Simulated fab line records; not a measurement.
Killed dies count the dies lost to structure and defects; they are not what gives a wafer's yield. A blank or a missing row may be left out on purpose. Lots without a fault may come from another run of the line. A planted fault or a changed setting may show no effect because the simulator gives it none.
A struck lot beside a sound one	flow n5_finfet	42 out of 1938 route steps
Sound: the wafers L449.1, L449.2, L449.5. Wafers L461.1, L461.2, L461.4 were the ones struck. The cause comes at the end.
For every step that has rows: the tool of each side, followed by ch and its chambers, followed by its first start. Under that, the readings that differ: sound wafers	struck wafers	difference of the means	sigmas: that difference in standard deviations of wafers without a fault.
alike: a reading whose means differ by less than 2 such deviations, as well as words and numbers matching on both sides. not compared: withheld readings; readings where some wafer has no value; bounds like >300 that might hide an equal value; numbers whose values overlap and for which the record gives no deviation.
A row with sigmas, a row that says differs or no value, or rows on one side alone: a step with any of these is where the two part. When numbers do not overlap yet have no deviation, they are printed without sigmas and do not part them. A reading that every wafer of one side lacks parts them only if that side has two wafers or more.

first, 2 steps without rows for these wafers: N5_MOL_CONTACT_COAG_DESCUM_13 (chemistry O2, time 7 s); N5_MOL_CONTACT_COAG_ETCH_59 (etches underlayer in N2/H2, target depth 13 nm, time 10.4 s).
N5_MOL_CONTACT_COAG_ETCH_105: etches SiARC in CF4, target depth 15.6 nm, time 26 s.
  sound on rie_diel-01 ch 0,1, day 6 01:43; struck on rie_diel-03 ch 0,2,3, day 9 02:32
reading	sound	struck	difference	sigmas
throttle_valve_pct (%)	15.37 15.39 15.37	16.02 15.97 15.60	+0.49	+2
  alike: cf4_flow_sccm, drypump_motor_current_A, etch_rf_on_time_s, oes_product_au, rf_vpp_V, showerhead_plenum_p_Torr
  not compared: rf_hours_counter_h
then, 8 steps without rows for these wafers: N5_MOL_CONTACT_COAG_ETCH_106 (etches SOC in N2/H2, target depth 80 nm, overetch 16 nm, time 120 s); N5_MOL_CONTACT_COAG_STRIP_107 (strips in N2/H2); N5_MOL_CONTACT_COAG_STRIP_108 (strips in N2/H2); N5_MOL_CONTACT_COAG_CONTACT_ETCH_14 (etches SiO2 in C4F6/O2, target depth 27.5 nm, overetch 8.5 nm, time 20 s); N5_MOL_CONTACT_COAG_STRIP_109 (strips in C4F6/O2); N5_MOL_CONTACT_COAG_ETCH_15 (etches SiNx in CH3F/O2, stops on Si:P, target depth 7 nm); N5_MOL_CONTACT_COAG_ETCH_110 (etches Si in CF4/O2, target depth 2.5 nm, time 8 s); N5_MOL_CONTACT_COAG_STRIP_98 (strips in N2/H2).
N5_MOL_CONTACT_COAG_CD_MEAS_99 targets a cd of 17.2 nm.
  sound on cd_sem-03, day 6 02:03; struck on cd_sem-02, day 9 02:53
  alike: cd_nm
N5_MOL_CONTACT_COAG_IMPLANT_129:
  sound on implanter-01 ch 0, day 6 02:05; struck on implanter-02, day 9 02:55
  no value came back on the struck wafers for beam_energy_keV, beam_on_s (s); on the sound wafers beam_energy_keV reads 3.0004 3.0000 2.9987
then, 2 steps without rows for these wafers: N5_MOL_CONTACT_COAG_PRECLEAN_111 (cleans in NF3:NH3, afs cycles 1, time 20 s, sublimation time 60 s); N5_MOL_CONTACT_COAG_TI_SIL_19 (material Ti, target thk 4.2 nm, time 15 s).
N5_MOL_CONTACT_COAG_ALD_20: deposits TiN, target thk 1.5 nm, pulse time 1 s, purge time 3 s.
  sound on ald_metal-01 ch 0,3, day 6 02:53; struck on ald_metal-03 ch 0,1, day 9 04:07
  alike: chamber_pressure_Torr, heater_power_w, precursor_pulse_height_rel
N5_MOL_CONTACT_COAG_SIL_ANNEAL_21: time 60 s.
  sound on rtp_anneal-01 ch 0, day 6 03:17; struck on rtp_anneal-02 ch 0, day 9 04:29
reading	sound	struck	difference	sigmas
lamp_zone_7_pct (%)	5.55 5.55 5.55	5.67 5.66 5.67	+0.12	+2
wafer_temp_C_max	553.8 553.0 552.6	551.5 551.6 552.5	-1.3	-2
  alike: lamp_power_pct, lamp_zone_5_pct
then, 8 steps without rows for these wafers: N5_MOL_CONTACT_COAG_PRE_CLEAN_141 (time 60 s); N5_MOL_CONTACT_COAG_SPUTTER_143 (material Co, target thk 2.5 nm); N5_MOL_CONTACT_COAG_CO_FILL_22 (material Co, precursor CCTBA/H2, target thk 20 nm); N5_MOL_CONTACT_COAG_ANNEAL_113 (time 300 s); N5_MOL_CONTACT_COAG_PRE_CLEAN_142 (time 60 s); N5_MOL_CONTACT_COAG_SPUTTER_130 (material Co, target thk 47.5 nm); N5_MOL_CONTACT_COAG_PRECLEAN_125 (cleans in DIW, time 57.5 s); N5_MOL_CONTACT_COAG_SRD_126 (dry time 32 s).
N5_MOL_CONTACT_COAG_CMP_23: polishes, stops on SiO2, t overpolish 1.5 s, target thk 0 nm.
  sound on cmp-01 ch 0,1, day 6 07:01; struck on cmp-04 ch 0,2,3, day 9 09:21
  alike: motor_current_A, overpolish_run_s, retaining_ring_pressure_frac, time_to_endpoint_s
then, 4 steps without rows for these wafers: N5_MOL_CONTACT_COAG_WET_ETCH_26 (target Co, target depth 13 nm); N5_MOL_CONTACT_COAG_WET_ETCH_116 (etches the open film in SC1-inhibited, target depth 4.6 nm, rinse time 30 s); N5_MOL_CONTACT_COAG_ALD_27 (deposits SiOC, target thk 17 nm, pulse time 1.5 s, time 2720 s); N5_MOL_CONTACT_COAG_CMP_28 (polishes, stops on SiNx, t overpolish 0.85 s, target thk 14.522 nm).
N5_MOL_CONTACT_COAG_THK_MEAS_29:
  sound on film_metro-01, day 6 09:41; struck on film_metro-01, day 9 12:02
  alike: MD_CAP_THK
N5_MOL_CONTACT_COAG_ALD_123: deposits SiNx, target thk 5 nm, pulse time 1 s, purge time 2 s.
  sound on ald_sin-03 ch 0,1,2, day 6 09:53; struck on ald_sin-01 ch 0,2,3, day 9 13:05
  alike: chamber_pressure_Torr, heater_power_w, precursor_pulse_height_rel
then, 8 steps without rows for these wafers: N5_MOL_CONTACT_COAG_PECVD_31 (deposits SiO2 from TEOS/O2, target thk 46 nm, time 8.9 s); N5_MOL_CONTACT_COAG_COAT_75 (time 60 s, resist thk 60 nm); N5_MOL_CONTACT_COAG_COAT_76 (time 60 s, resist thk 10 nm); N5_MOL_CONTACT_COAG_COAT_77 (time 60 s, resist thk 10 nm); N5_MOL_CONTACT_COAG_COAT_78 (resist thk 40 nm); N5_MOL_CONTACT_COAG_EBR_80; N5_MOL_CONTACT_COAG_SOFTBAKE_79 (time 60 s); N5_MOL_CONTACT_COAG_EXPOSE_81 (exposes mask VG, defocus 0 nm).
-- record jumps: 3 days separate the struck wafers' starts on either side; left off in module MOL_CONTACT_COAG, taken up again in module BEOL_M4, whose first shown step is the route's number 1111 --
N5_BEOL_M4_RC_MEAS_101:
  sound on prober-02 ch 0, day 10 00:08; struck on prober-01 ch 0, day 12 21:42
reading	sound	struck	difference	sigmas
ION_N (uA/um)	691 679 679	663 641 661	-28	-3
RC_DENSE_N (ohm.um)	18.9 19.4 19.1	37.2 37.4 39.5	+18.9	+40
RC_DENSE_P (ohm.um)	23.3 24.4 23.7	47.6 48.2 50.8	+25.1	+47
RC_N (ohm.um)	15.4 15.8 15.6	30.5 30.4 31.9	+15.3	+40
RC_P (ohm.um)	19.2 19.8 19.4	38.8 39.1 40.9	+20.1	+47
REXT_N (ohm.um)	73.9 74.6 75.4	88.4 87.9 87.7	+13.4	+7
REXT_P (ohm.um)	98.8 101.5 101.5	121.3 118.7 119.5	+19.2	+7
  alike: DIBL_N, DIBL_P, IOFF_N, IOFF_P, ION_P, SS_N, SS_P, VT_N, VT_P
-- record jumps: 5 days separate the struck wafers' starts on either side; left off in module BEOL_M4, taken up again in module PASSIVATION, whose first shown step is the route's number 1936 --
N5_PASSIVATION_PROBE_49:
  sound on prober-01, day 14 04:40; struck on prober-02, day 17 10:16
reading	sound	struck	difference	sigmas
defect_limited_yield (%)	92.5 94.4 93.1	91.1 90.3 89.2	-3.1	-2
killed_at_M0_to_M3	22 25 14	29 45 53	+22	+2
killed_at_M4_up	10 8 11	27 18 20	+12	+2
killed_dies	88 66 82	105 114 128	+37	+2
killed_short	21 23 29	32 47 55	+20	+3
sort_n_pass	1092 1114 1098	1075 1066 1052	-37	-2
sort_yield_pct (%)	92.5 94.4 93.1	91.1 90.3 89.2	-3.1	-2
  alike: killed_at_contacts, killed_at_front_end, killed_at_other, killed_open, sort_bin_5_function, sort_bin_6_memory

WHERE THEY PART
Earliest at N5_MOL_CONTACT_COAG_ETCH_105; latest, in this record, at N5_PASSIVATION_PROBE_49.

WHY: the cause the simulator had injected
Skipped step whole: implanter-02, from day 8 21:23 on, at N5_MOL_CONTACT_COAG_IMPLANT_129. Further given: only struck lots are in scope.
